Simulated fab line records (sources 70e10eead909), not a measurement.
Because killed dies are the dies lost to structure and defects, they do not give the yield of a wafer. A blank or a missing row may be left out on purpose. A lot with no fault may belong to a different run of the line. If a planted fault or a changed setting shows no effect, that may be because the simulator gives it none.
Which tool was responsible? | flow nand-harc | 21 wafers sampled from 7 lots at 1 step of a route of 1302

WHAT THE GAUGES READ, wafer by wafer
NHARC_P_CONTACT_OVL_MEAS_13.
lot  | measured     | on         | overlay-x-nm (nm)
L712 | day 6 20:02  | overlay-02 | -0.5 -1.5 -0.8
L716 | day 7 23:05  | overlay-02 | 0.9 0.9 0.4
L718 | day 9 00:45  | overlay-01 | -0.6 -1.0 -0.6
L728 | day 13 00:23 | overlay-01 | 0.3 0.0 0.7
L730 | day 14 02:16 | overlay-01 | 0.6 0.2 0.1
L733 | day 14 23:54 | overlay-02 | -1.3 -0.9 -1.2
L734 | day 15 10:04 | overlay-01 | -1.3 -1.1 -1.1

TOOL THAT RAN EACH LOT (tool first, then ch and the chambers of the sampled wafers, then the start)
Record: no process step prior to these readings.

THE ANSWER, worked out from the rows above alone
Rule: the usual values come from the lots themselves. Put in order of their means at a reading, lots are off if they are a third of the lots or fewer, leave a main group of 4 or more, and stand apart from it by a gap of 3 or more times the standard deviation of the main group's means; of several such gaps the widest counts. A main group whose means are all the same, to the digits that the tables above print for the reading, isn't used. A lot without any number at a reading at which 4 lots or more have one is off too. The other lots that the step has rows for count as sound.
None of the lots is off at any reading shown; this tells nothing.

WHAT THE SIMULATOR HAD INSERTED
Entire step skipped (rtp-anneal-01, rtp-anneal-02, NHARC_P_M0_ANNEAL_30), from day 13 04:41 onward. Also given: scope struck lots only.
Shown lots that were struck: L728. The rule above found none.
